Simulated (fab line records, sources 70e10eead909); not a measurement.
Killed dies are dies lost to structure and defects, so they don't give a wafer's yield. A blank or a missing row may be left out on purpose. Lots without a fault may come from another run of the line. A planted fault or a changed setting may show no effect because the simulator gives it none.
fab line records | flow nand_harc | part 1 of 2: steps 1 to 28 of 40
record lots=5 wafers=15 last_day=24
route steps=1159 shown HYBRID_BOND@1100 THIN_TSV@1101
lots that met no fault: from a run of the same line without faults
start_h: hours from the record's first day to the start of the lot's first wafer shown | wait_h: hours since the lot's step before | " the same as in the row above | L1.1+2: a row that stands for several wafers | - no value, or no start given | * or withheld: withheld | < > ~ a bound
route shown NAME@n: a module of which the file shows steps, and the number in the route of the first | usual: mean/standard deviation of fault-free wafers | same: alike in all rows | chamber/n: place in a boat | sites: the reading at each site | _std_site: their standard deviation | _edge_site: outer sites' mean less inner sites' | radius_mm: how far each site lies from the wafer's centre | mask NAME#n: copy n | behind: the tool/chamber that last shaped the wafer | hold: why the lot was held/for how many hours/how that ended | device: the transistor (n, p or np) that didn't switch | end of line: the same wafers' tests at the end of the route | a step without rows: its recipe alone | killed: dies lost to structure and defects at the first sort, not the wafer's yield | map: a wafer's dies, x killed, . not, _ none there
set.NAME: the setting as run; set.NAME@STEP: as run at that earlier step | model.NAME: the simulator's own value behind a step, which no gauge read
lots at some steps of the route; a table a step, a row a wafer
services: from which hour (start_h, from the record's first day; less than 0 if before it) a tool's chamber was out of use, for how many hours, and why
## steps
# step NHARC_HYBRID_BOND_INSPECT_06
# recipe inspect_instrument=ir_void
# usual raw_defect_count=32/12
# columns lot.wafer tool chamber start_h wait_h raw_defect_count
L078.2 defect_inspect-02 - 436.01 0.1 18
L078.3 " - " " 27
L078.4 " - " " 20
L075.2 defect_inspect-01 - 436.03 0.1 29
L075.3 " - " " 34
L075.4 " - " " 33
L081.2 defect_inspect-01 - 466.40 0.1 30
L081.3 " - " " 40
L081.5 " - " " 20
L089.3 defect_inspect-01 - 512.03 0.1 17
L089.4 " - " " 18
L089.6 " - " " 20
L096.1 defect_inspect-01 - 551.76 0.0 31
L096.3 " - " " 24
L096.5 " - " " 27
# step NHARC_THIN_TSV_GRIND_00
# recipe target_thk_um=6
# usual motor_current_A=12.001/0.023
# columns lot.wafer tool chamber start_h wait_h motor_current_A
L078.2 grinder-01 0 437.56 1.5 12.047
L078.3 " 0 " " 12.007
L078.4 " 0 " " 11.952
L075.2 grinder-01 0 438.76 2.7 12.047
L075.3 " 0 " " 11.973
L075.4 " 0 " " 12.007
L081.2 grinder-01 0 466.75 0.3 12.004
L081.3 " 0 " " 11.985
L081.5 " 0 " " 11.988
L089.3 grinder-01 0 514.94 2.9 12.012
L089.4 " 0 " " 11.994
L089.6 " 0 " " 12.014
L096.1 grinder-01 0 553.11 1.3 11.977
L096.3 " 0 " " 12.000
L096.5 " 0 " " 11.978
# step NHARC_THIN_TSV_CMP_01
# recipe target_thk_um=3
# usual motor_current_A=12.3/1.4
# columns lot.wafer tool chamber start_h wait_h motor_current_A
L078.4 cmp-01 0 438.61 0.4 12.2
L078.2 " 1 " " 12.3
L078.3 " 2 " " 11.8
L075.2 cmp-02 3 439.82 0.9 10.9
L075.3 " 0 " " 10.5
L075.4 " 1 " " 13.0
L081.2 cmp-01 1 467.80 0.8 11.7
L081.3 " 0 " " 12.2
L081.5 " 2 " " 11.8
L089.4 cmp-02 0 515.82 0.5 10.0
L089.3 " 1 " " 13.4
L089.6 " 2 " " 14.3
L096.1 cmp-03 0 554.33 1.0 14.7
L096.3 " 3 " " 9.5
L096.5 " 1 " " 11.6
# step NHARC_THIN_TSV_THK_MEAS_02
# recipe thk_meas_gauge=ir
# usual thk_nm=3039/230
# columns lot.wafer tool chamber start_h wait_h thk_nm
L078.2 film_metro-01 - 438.84 - 3083
L078.3 " - " " 3231
L078.4 " - " " 2938
L075.2 film_metro-01 - 440.06 - 2885
L075.3 " - " " 2844
L075.4 " - " " 2791
L081.2 film_metro-01 - 468.06 - 3052
L081.3 " - " " 2951
L081.5 " - " " 3026
L089.3 film_metro-01 - 516.04 0.2 3407
L089.4 " - " " 3475
L089.6 " - " " 3741
L096.1 film_metro-01 - 554.59 - 3281
L096.3 " - " " 2880
L096.5 " - " " 3313
# step NHARC_THIN_TSV_SRD_03
# columns lot.wafer tool chamber start_h wait_h
L078.2+3+4 wet_bench-08 0,1,2 438.89 0.0
L075.3+2+4 wet_bench-08 0,2,5 440.10 0.0
L081.2+3+5 wet_bench-08 7,2,4 468.10 0.0
L089.4+3+6 wet_bench-10 5,6,1 516.09 0.0
L096.5+3+1 wet_bench-10 0,3,4 554.63 0.0
# step NHARC_THIN_TSV_PRECLEAN_41
# recipe time_s=* temp_c=50 bath_age_min=0 chemistry=SC1
# usual sc1_h2o2_end_mol_l=0.3697/0.00062 temp_c=50.00/0.12
# columns lot.wafer tool chamber start_h wait_h sc1_h2o2_end_mol_l temp_c
L078.2 wet_bench-08 0 438.91 0.0 0.3693 49.95
L078.3 " 1 " " 0.3700 50.13
L078.4 " 2 " " 0.3698 50.04
L075.3 wet_bench-08 0 440.13 0.0 0.3700 49.76
L075.2 " 2 " " 0.3704 49.98
L075.4 " 5 " " 0.3696 49.99
L081.2 wet_bench-08 7 468.12 0.0 0.3698 49.89
L081.3 " 2 " " 0.3692 50.07
L081.5 " 4 " " 0.3695 49.96
L089.4 wet_bench-10 5 516.14 0.0 0.3698 49.98
L089.3 " 6 " " 0.3707 49.83
L089.6 " 1 " " 0.3706 50.10
L096.5 wet_bench-10 0 554.66 0.0 0.3690 49.99
L096.3 " 3 " " 0.3704 49.92
L096.1 " 4 " " 0.3709 50.02
# step NHARC_THIN_TSV_SRD_42
# columns lot.wafer tool chamber start_h wait_h
L078.2+3+4 wet_bench-08 0,1,2 - -
L075.3+2+4 wet_bench-08 0,2,5 - -
L081.2+3+5 wet_bench-08 7,2,4 - -
L089.4+3+6 wet_bench-10 5,6,1 - -
L096.5+3+1 wet_bench-10 0,3,4 - -
# step NHARC_THIN_TSV_DEP_43
# recipe target_thk_a=13285 temp_c=withheld pressure_torr=6.5 rf_w=900 teos_flow_sccm=161.4 flow_sccm=2650 target_thk_nm=1328.5 gas=O2 material=SiO2
# usual throttle_valve_pct=15.9/0.47
# columns lot.wafer tool chamber start_h wait_h throttle_valve_pct
L078.3 pecvd-03 0 439.11 - 16.6
L078.2 " 1 " " 15.7
L078.4 " 0 " " 16.1
L075.3 pecvd-01 2 440.35 - 16.7
L075.2 " 0 " " 15.1
L075.4 " 2 " " 16.6
L081.2 pecvd-03 2 468.28 - 16.0
L081.3 " 1 " " 15.3
L081.5 " 0 " " 16.6
L089.3 pecvd-03 1 516.39 - 15.7
L089.6 " 2 " " 15.5
L089.4 " 1 " " 15.3
L096.3 pecvd-01 2 554.82 - 16.7
L096.1 " 1 " " 15.3
L096.5 " 1 " " 15.6
# step NHARC_THIN_TSV_DEHYDRATE_04
# recipe temp_c=150 time_s=120
# columns lot.wafer tool chamber start_h wait_h
L078.2+3+4 litho_track-07 0 439.47 -
L075.2+3+4 litho_track-07 0 440.75 -
L081.2+3+5 litho_track-05 0 468.69 -
L089.3+4+6 litho_track-05 0 516.71 -
L096.1+3+5 litho_track-07 0 555.22 -
# step NHARC_THIN_TSV_HMDS_05
# recipe time_s=30
# columns lot.wafer tool chamber start_h wait_h
L078.2+3+4 litho_track-07 0 - -
L075.2+3+4 litho_track-07 0 - -
L081.2+3+5 litho_track-05 0 - -
L089.3+4+6 litho_track-05 0 - -
L096.1+3+5 litho_track-07 0 - -
# step NHARC_THIN_TSV_COAT_06
# recipe spin_rpm=*
# columns lot.wafer tool chamber start_h wait_h
L078.2+3+4 litho_track-07 0 - -
L075.2+3+4 litho_track-07 0 - -
L081.2+3+5 litho_track-05 0 - -
L089.3+4+6 litho_track-05 0 - -
L096.1+3+5 litho_track-07 0 - -
# step NHARC_THIN_TSV_SOFTBAKE_07
# recipe temp_c=122 time_s=95
# columns lot.wafer tool chamber start_h wait_h
L078.2+3+4 litho_track-07 0 - -
L075.2+3+4 litho_track-07 0 - -
L081.2+3+5 litho_track-05 0 - -
L089.3+4+6 litho_track-05 0 - -
L096.1+3+5 litho_track-07 0 - -
# step NHARC_THIN_TSV_EBR_08
# columns lot.wafer tool chamber start_h wait_h
L078.2+3+4 litho_track-07 0 - -
L075.2+3+4 litho_track-07 0 - -
L081.2+3+5 litho_track-05 0 - -
L089.3+4+6 litho_track-05 0 - -
L096.1+3+5 litho_track-07 0 - -
# step NHARC_THIN_TSV_EXPOSE_09
# recipe na=0.55 dose_mj=30.7 mask_id=TSV
# usual reticle_temp_C=23.00/0.12
# columns lot.wafer tool chamber start_h wait_h mask reticle_temp_C
L078.2 krf_scanner-01 0 439.74 - TSV#0 23.09
L078.3 " 0 " " TSV#0 23.04
L078.4 " 0 " " TSV#0 23.09
L075.2 krf_scanner-02 0 441.03 - TSV#0 23.02
L075.3 " 0 " " TSV#0 23.02
L075.4 " 0 " " TSV#0 23.05
L081.2 krf_scanner-02 0 468.96 - TSV#0 23.11
L081.3 " 0 " " TSV#0 23.16
L081.5 " 0 " " TSV#0 23.01
L089.3 krf_scanner-02 0 516.99 - TSV#0 22.97
L089.4 " 0 " " TSV#0 23.10
L089.6 " 0 " " TSV#0 23.11
L096.1 krf_scanner-02 0 555.49 - TSV#0 23.04
L096.3 " 0 " " TSV#0 23.21
L096.5 " 0 " " TSV#0 22.97
# step NHARC_THIN_TSV_PEB_10
# recipe peb_temp_c=118 peb_time_s=85
# columns lot.wafer tool chamber start_h wait_h
L078.2+3+4 litho_track-07 0 439.80 0.1
L075.2+3+4 litho_track-07 0 441.09 0.1
L081.2+3+5 litho_track-05 0 469.03 0.1
L089.3+4+6 litho_track-07 0 517.04 0.1
L096.1+3+5 litho_track-05 0 555.55 0.1
# step NHARC_THIN_TSV_DEVELOP_11
# recipe time_s=70
# columns lot.wafer tool chamber start_h wait_h
L078.2+3+4 litho_track-07 0 - -
L075.2+3+4 litho_track-07 0 - -
L081.2+3+5 litho_track-05 0 - -
L089.3+4+6 litho_track-07 0 - -
L096.1+3+5 litho_track-05 0 - -
# step NHARC_THIN_TSV_CD_MEAS_12
# recipe target_cd_nm=1000 landing_energy_ev=500
# usual cd_nm=1000.2/1.9
# columns lot.wafer tool chamber start_h wait_h cd_nm
L078.2 cd_sem-02 0 439.90 - 1000.2
L078.3 " 0 " " 998.5
L078.4 " 0 " " 999.6
L075.2 cd_sem-02 0 441.19 - 1000.5
L075.3 " 0 " " 1001.4
L075.4 " 0 " " 1001.2
L081.2 cd_sem-03 0 469.12 - 997.7
L081.3 " 0 " " 998.0
L081.5 " 0 " " 999.7
L089.3 cd_sem-01 0 517.14 - 1002.2
L089.4 " 0 " " 1000.4
L089.6 " 0 " " 1001.1
L096.1 cd_sem-03 0 555.64 - 1001.2
L096.3 " 0 " " 1000.3
L096.5 " 0 " " 1000.1
# step NHARC_THIN_TSV_HARDBAKE_13
# recipe temp_c=125 time_s=80
# columns lot.wafer tool chamber start_h wait_h
L078.2+3+4 litho_track-07 0 439.99 -
L075.2+3+4 litho_track-03 0 441.27 -
L081.2+3+5 litho_track-05 0 469.20 -
L089.3+4+6 litho_track-07 0 517.22 -
L096.1+3+5 litho_track-03 0 555.72 -
# step NHARC_THIN_TSV_DESCUM_14
# recipe time_s=3 o2_flow_sccm=200 ar_flow_sccm=0 bias_power_w=0 chemistry=O2
# usual drypump_motor_current_A=5.7/0.32 oes_product_au=0.996/0.011 rf_vpp_V=58.0/0.93 showerhead_plenum_p_Torr=1.93/0.078 throttle_valve_pct=11.311/0.0083
# columns lot.wafer tool chamber start_h wait_h drypump_motor_current_A oes_product_au rf_hours_counter_h rf_vpp_V showerhead_plenum_p_Torr throttle_valve_pct
L078.3 rie_diel-07 0 440.08 - 6.1 0.987 1 58.3 1.80 11.307
L078.2 " 1 " " 5.3 0.988 1 57.9 1.93 11.306
L078.4 " 2 " " 5.4 0.993 2 58.4 1.87 11.308
L075.3 rie_diel-07 3 441.36 - 5.6 0.982 1 58.5 1.91 11.305
L075.4 " 0 " " 6.1 0.991 1 57.3 1.80 11.326
L075.2 " 1 " " 5.3 0.990 2 57.4 1.93 11.306
L081.3 rie_diel-07 1 469.29 - 5.3 1.005 3 56.9 1.93 11.313
L081.2 " 2 " " 5.3 1.010 4 59.1 1.87 11.309
L081.5 " 0 " " 6.1 0.993 - 57.4 1.80 11.297
L089.4 rie_diel-08 3 517.33 - 6.0 1.003 - 58.1 2.01 11.299
L089.3 " 1 " " 6.3 1.000 - 57.1 1.97 11.315
L089.6 " 1 " " 6.3 1.006 - 60.4 1.97 11.310
L096.3 rie_diel-08 3 555.81 - 6.0 0.994 10 57.2 2.01 11.323
L096.1 " 0 " " 5.3 1.001 5 59.2 1.96 11.291
L096.5 " 3 " " 6.0 0.996 - 58.5 2.01 11.316
# step NHARC_THIN_TSV_ETCH_44
# recipe target_depth_a=15942 time_s=797.1 cf4_flow_sccm=150 o2_flow_sccm=10 ar_flow_sccm=0 rf_w=300 bias_w=800 chemistry=CF4/O2
# usual drypump_motor_current_A=5.7/0.32 oes_product_au=0.996/0.0095 rf_vpp_V=795/4.3 showerhead_plenum_p_Torr=1.85/0.068 throttle_valve_pct=16.914/0.0091
# columns lot.wafer tool chamber start_h wait_h drypump_motor_current_A oes_product_au rf_hours_counter_h rf_vpp_V showerhead_plenum_p_Torr throttle_valve_pct
L078.4 rie_diel-07 1 440.15 0.1 5.3 0.995 2 795 1.85 16.919
L078.2 " 3 " " 5.6 0.990 1 794 1.83 16.917
L078.3 " 0 " " 6.1 0.990 1 787 1.73 16.916
L075.4 rie_diel-07 2 441.44 0.1 5.3 0.982 2 791 1.79 16.929
L075.2 " 0 " " 6.1 0.981 1 787 1.73 16.909
L075.3 " 1 " " 5.3 1.001 2 795 1.84 16.914
L081.2 rie_diel-07 0 469.36 0.1 6.1 0.986 3 788 1.73 16.914
L081.3 " 2 " " 5.3 0.995 4 792 1.79 16.923
L081.5 " 0 " " 6.1 0.996 - 787 1.73 16.924
L089.3 rie_diel-08 1 517.66 0.3 6.3 1.005 - 798 1.88 16.919
L089.4 " 3 " " 6.0 0.998 - 799 1.92 16.921
L089.6 " 3 " " 6.0 0.996 - 801 1.92 16.921
L096.3 rie_diel-08 2 555.95 0.1 5.3 1.008 7 798 1.88 16.915
L096.1 " 0 " " 5.3 0.996 5 798 1.87 16.908
L096.5 " 2 " " 5.3 1.002 - 798 1.88 16.920
# step NHARC_THIN_TSV_ETCH_15
# recipe target_depth_a=30000 bosch_target_overetch_cycles=2 bosch_etch_step_s=2.8 bosch_dep_step_s=1.2 bosch_cycles=14
# usual drypump_motor_current_A=5.6/0.36
# same bosch_cycles=14 bosch_dep_step_s=1.2
# columns lot.wafer tool chamber start_h wait_h drypump_motor_current_A rf_hours_counter_h
L078.3 rie_si-03 2 440.73 - 6.2 1.2
L078.2 " 3 " " 5.8 1.2
L078.4 " 0 " " 5.3 -
L075.2 rie_si-06 2 442.01 - 5.5 0.6
L075.4 " 0 " " 6.0 0.5
L075.3 " 1 " " 6.2 0.6
L081.2 rie_si-05 2 469.95 - 5.2 0.3
L081.3 " 3 " " 5.4 0.3
L081.5 " 0 " " 5.6 -
L089.3 rie_si-03 2 518.37 0.6 6.3 0.0
L089.4 " 1 " " 5.2 -
L089.6 " 2 " " 6.3 -
L096.1 rie_si-03 2 556.47 - 6.3 0.4
L096.3 " 0 " " 5.3 0.3
L096.5 " 1 " " 5.2 -
# step NHARC_THIN_TSV_CD_MEAS_16
# usual cd_nm=1000.1/2
# columns lot.wafer tool chamber start_h wait_h cd_nm
L078.2 cd_sem-01 - 440.90 0.1 1000.3
L078.3 " - " " 999.1
L078.4 " - " " 999.8
L075.2 cd_sem-02 - 442.16 0.1 1001.5
L075.3 " - " " 1001.8
L075.4 " - " " 1000.7
L081.2 cd_sem-01 - 470.07 0.1 998.4
L081.3 " - " " 996.6
L081.5 " - " " 1000.8
L089.3 cd_sem-02 - 518.52 0.1 1001.5
L089.4 " - " " 1000.2
L089.6 " - " " 1000.8
L096.1 cd_sem-02 - 556.60 0.1 999.9
L096.3 " - " " 1000.2
L096.5 " - " " 999.0
# step NHARC_THIN_TSV_STRIP_45
# recipe power_w=1500 temp_c=250 chemistry=O2
# usual drypump_motor_current_A=6.0/0.43 heater_power_w=309/14 temp_c=250.01/0.2
# columns lot.wafer tool chamber start_h wait_h drypump_motor_current_A heater_power_w rf_hours_counter_h temp_c
L078.2 plasma_asher-01 0 441.02 0.1 6.4 288 55 250.26
L078.4 " 1 " " 6.3 339 - 249.83
L078.3 " 0 " " 6.4 290 - 249.99
L075.2 plasma_asher-02 1 442.27 0.1 5.3 309 22 249.97
L075.4 " 0 " " 6.1 321 - 250.02
L075.3 " 1 " " 5.3 299 - 249.71
L081.2 plasma_asher-01 0 470.14 0.1 6.4 284 4 249.84
L081.3 " 0 " " 6.4 291 - 249.83
L081.5 " 1 " " 6.2 326 - 250.04
L089.3 plasma_asher-01 0 518.71 0.2 6.3 292 - 250.21
L089.4 " 1 " " 6.2 328 - 250.08
L089.6 " 0 " " 6.3 288 - 250.02
L096.1 plasma_asher-02 0 556.72 0.1 6.1 298 3 250.01
L096.3 " 1 " " 5.3 293 - 249.58
L096.5 " 1 " " 5.3 290 - 249.78
# step NHARC_THIN_TSV_STRIP_46
# recipe time_s=1200 temp_c=72.5 chemistry=post_etch_residue_remover
# usual temp_c=72.51/0.12
# columns lot.wafer tool chamber start_h wait_h temp_c
L078.3 wet_bench-10 2 441.34 0.2 72.79
L078.2 " 4 " " 72.51
L078.4 " 6 " " 72.55
L075.3 wet_bench-08 1 442.60 0.2 72.66
L075.2 " 3 " " 72.50
L075.4 " 4 " " 72.43
L081.2 wet_bench-10 1 470.50 0.3 72.20
L081.3 " 3 " " 72.58
L081.5 " 5 " " 72.67
L089.3 wet_bench-08 1 518.96 0.2 72.29
L089.4 " 3 " " 72.35
L089.6 " 4 " " 72.43
L096.5 wet_bench-10 0 557.04 0.1 72.40
L096.3 " 2 " " 72.42
L096.1 " 3 " " 72.63
# step NHARC_THIN_TSV_DEP_47
# recipe target_thk_a=2000 temp_c=withheld pressure_torr=6.5 rf_w=900 teos_flow_sccm=161.4 flow_sccm=2650 target_thk_nm=200 gas=O2 material=SiO2
# usual throttle_valve_pct=15.8/0.47
# columns lot.wafer tool chamber start_h wait_h throttle_valve_pct
L078.2 pecvd-02 2 441.79 - 15.4
L078.3 " 1 " " 16.0
L078.4 " 1 " " 16.2
L075.2 pecvd-02 2 443.03 - 15.6
L075.3 " 0 " " 16.1
L075.4 " 1 " " 16.6
L081.3 pecvd-01 0 470.96 - 15.4
L081.2 " 2 " " 16.6
L081.5 " 0 " " 15.3
L089.3 pecvd-03 1 519.41 - 15.3
L089.4 " 1 " " 15.5
L089.6 " 2 " " 15.4
L096.3 pecvd-03 1 557.48 - 15.4
L096.1 " 0 " " 16.4
L096.5 " 1 " " 15.6
# step NHARC_THIN_TSV_ETCHBACK_48
# recipe target_depth_a=10285 over_etch_frac=0.3 time_s=405.17 ion_energy_ev=250 c4f8_flow_sccm=withheld ar_flow_sccm=withheld rf_w=600 bias_w=300 chemistry=C4F8/Ar
# usual oes_product_au=0.95/0.032 rf_vpp_V=548/3.3
# columns lot.wafer tool chamber start_h wait_h oes_product_au rf_hours_counter_h rf_vpp_V
L078.2 rie_diel-02 2 442.22 - 0.92 7 550
L078.3 " 3 " " 0.91 7 552
L078.4 " 0 " " 0.92 8 545
L075.4 rie_diel-02 0 443.43 - 0.92 8 544
L075.3 " 1 " " 0.91 7 545
L075.2 " 2 " " 0.94 7 552
L081.3 rie_diel-02 3 471.36 - 0.92 9 553
L081.2 " 0 " " 0.92 11 547
L081.5 " 0 " " 0.93 - 544
L089.3 rie_diel-08 3 519.82 - 0.95 5 551
L089.4 " 3 " " 0.95 - 550
L089.6 " 0 " " 0.93 - 547
L096.1 rie_diel-07 2 557.95 - 0.99 9 546
L096.3 " 3 " " 0.98 10 546
L096.5 " 1 " " 1.01 - 547
# step NHARC_THIN_TSV_STRIP_62
# recipe power_w=1500 temp_c=250 time_s=20 chemistry=N2/H2
# usual drypump_motor_current_A=6.1/0.38 heater_power_w=308/17 temp_c=249.99/0.19
# columns lot.wafer tool chamber start_h wait_h drypump_motor_current_A heater_power_w rf_hours_counter_h temp_c
L078.2 plasma_asher-01 0 442.58 - 6.3 290 56 249.93
L078.4 " 0 " " 6.3 287 - 249.73
L078.3 " 1 " " 6.2 339 - 249.93
L075.2 plasma_asher-01 0 444.08 - 6.4 296 57 250.02
L075.3 " 0 " " 6.3 290 - 250.12
L075.4 " 1 " " 6.2 336 - 249.95
L081.2 plasma_asher-02 1 471.74 - 5.3 299 31 249.89
L081.3 " 1 " " 5.3 307 - 250.00
L081.5 " 0 " " 6.1 326 - 249.89
L089.4 plasma_asher-02 1 520.29 - 5.3 315 - 250.31
L089.3 " 0 " " 6.1 317 - 250.12
L089.6 " 0 " " 6.1 308 - 250.10
L096.1 plasma_asher-01 0 558.26 - 6.4 294 39 249.84
L096.3 " 0 " " 6.3 292 - 249.91
L096.5 " 1 " " 6.2 319 - 250.26
# step NHARC_THIN_TSV_DEGAS_49
# recipe temp_c=300 time_s=120
# usual heater_power_w=492/57 susceptor_temp_C=300.01/0.18
# columns lot.wafer tool chamber start_h wait_h heater_power_w susceptor_temp_C
L078.4 pvd_sputter-02 - 442.75 0.1 501 299.74
L078.2 " - " " 484 299.86
L078.3 " - " " 539 299.74
L075.3 pvd_sputter-03 - 444.25 0.1 411 299.97
L075.4 " - " " 489 300.16
L075.2 " - " " 568 300.18
L081.3 pvd_sputter-02 - 471.91 0.1 501 299.96
L081.2 " - " " 559 300.13
L081.5 " - " " 469 300.21
L089.3 pvd_sputter-03 - 520.44 0.1 488 299.83
L089.4 " - " " 569 300.00
L089.6 " - " " 528 300.12
L096.1 pvd_sputter-02 - 558.41 0.1 463 300.03
L096.3 " - " " 539 299.72
L096.5 " - " " 547 299.98
